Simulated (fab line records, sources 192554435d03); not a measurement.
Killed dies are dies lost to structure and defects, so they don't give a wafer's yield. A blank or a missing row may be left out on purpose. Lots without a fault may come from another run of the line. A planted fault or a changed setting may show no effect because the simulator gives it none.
A struck lot beside a sound one | flow n5_finfet | 23 steps out of a route of 1938
Sound: wafers L411.2, L411.4, L411.5. Struck: wafers L425.1, L425.4, L425.6. The cause comes at the end.
At each step with rows: each side's tool, then ch and its chambers, then its first start. Under that, the readings that differ: sound wafers | struck wafers | difference of the means | sigmas: that difference in standard deviations of wafers without a fault.
alike: readings whose means differ by less than 2 such deviations, and words and numbers that are the same on both sides. not compared: withheld readings, readings that some wafer has no value for, bounds like >300 that may hide the same value, and numbers for which the record gives no deviation and whose values overlap.
The two part at a step that has a row with sigmas, a row that says differs or no value, or rows on one side only. Numbers that don't overlap but have no deviation are shown without sigmas and don't part them. A reading that every wafer of one side lacks parts them only if that side has two wafers or more.

first, 10 steps without rows for these wafers: N5_BEOL_M5_DESCUM_16 (chemistry O2, time 7 s); N5_BEOL_M5_ETCH_72 (etches underlayer in N2/H2, target depth 6.5 nm, time 5.2 s); N5_BEOL_M5_ETCH_61 (etches SiARC in CF4, target depth 15.6 nm, time 26 s); N5_BEOL_M5_ETCH_62 (etches SOC in N2/H2, target depth 75 nm, overetch 15 nm, time 112.5 s); N5_BEOL_M5_STRIP_63 (strips in N2/H2); N5_BEOL_M5_STRIP_73 (strips in N2/H2); N5_BEOL_M5_STRIP_64 (strips in CF4); N5_BEOL_M5_HM_OPEN_17 (chemistry Cl2/BCl3, target TiN, target depth 20 nm, overetch 6 nm); N5_BEOL_M5_STRIP_19 (strips in O2); N5_BEOL_M5_COAT_65 (time 60 s, resist thk 60 nm).
N5_BEOL_M5_COAT_66: time 60 s, resist thk 12 nm.
  sound on litho_track-05 ch 0, day 7 18:53; struck on litho_track-05 ch 0, day 11 09:39
  reading              | sound                | struck               | difference | sigmas
  spin_speed_rpm (rpm) | 1498.6 1498.9 1500.6 | 1444.1 1442.9 1444.7 | -55.5      | -55
then, 9 steps without rows for these wafers: N5_BEOL_M5_COAT_74 (time 60 s, resist thk 5 nm); N5_BEOL_M5_COAT_22 (resist thk 30 nm); N5_BEOL_M5_EBR_24; N5_BEOL_M5_SOFTBAKE_23 (time 60 s); N5_BEOL_M5_EXPOSE_25 (exposes mask V4, defocus 10 nm); N5_BEOL_M5_PEB_26 (peb time 60 s); N5_BEOL_M5_DEVELOP_27 (develop time 30 s); N5_BEOL_M5_DESCUM_33 (chemistry O2, time 7 s); N5_BEOL_M5_ETCH_75 (etches underlayer in N2/H2, target depth 6.5 nm, time 5.2 s).
N5_BEOL_M5_ETCH_67: etches SiARC in CF4, target depth 15.6 nm, time 26 s.
  sound on rie_diel-01 ch 0,2,3, day 7 19:19; struck on rie_diel-02 ch 0,2, day 11 10:06
  reading                  | sound             | struck            | difference | sigmas
  cf4_flow_sccm (sccm)     | 99.7 99.5 99.6    | 100.6 99.8 100.4  | +0.7       | +2
  etch_rf_on_time_s (s)    | 26.6 24.8 25.4    | 25.9 27.4 27.6    | +1.4       | +2
  rf_vpp_V (V)             | 184.4 187.7 186.9 | 184.2 182.1 184.3 | -2.8       | -2
  model.etch.depth_nm (nm) | 12.05 12.01 12.03 | 12.2 12.21 12.2   | +0.2       |
  alike: drypump_motor_current_A, oes_product_au, showerhead_plenum_p_Torr, throttle_valve_pct
  not compared: rf_hours_counter_h
then, 1 step without rows for these wafers: N5_BEOL_M5_ETCH_68 (etches SOC in N2/H2, target depth 80 nm, overetch 16 nm, time 120 s).
-- the record jumps here: 4 days lie between the struck wafers' starts before and after (it left off in module BEOL_M5 and takes up again in module PASSIVATION, whose first step shown is number 1936 of the route) --
N5_PASSIVATION_PROBE_49:
  the record has rows for the struck wafers here (prober-01, day 15 07:37) and none for the sound ones

WHERE THEY PART
First at N5_BEOL_M5_COAT_66; last, within this record, at N5_PASSIVATION_PROBE_49.

WHY: what the simulator had put in
Process parameter drift: litho_track-05, from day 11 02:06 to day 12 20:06, at N5_BEOL_M5_COAT_66. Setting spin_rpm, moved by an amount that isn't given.
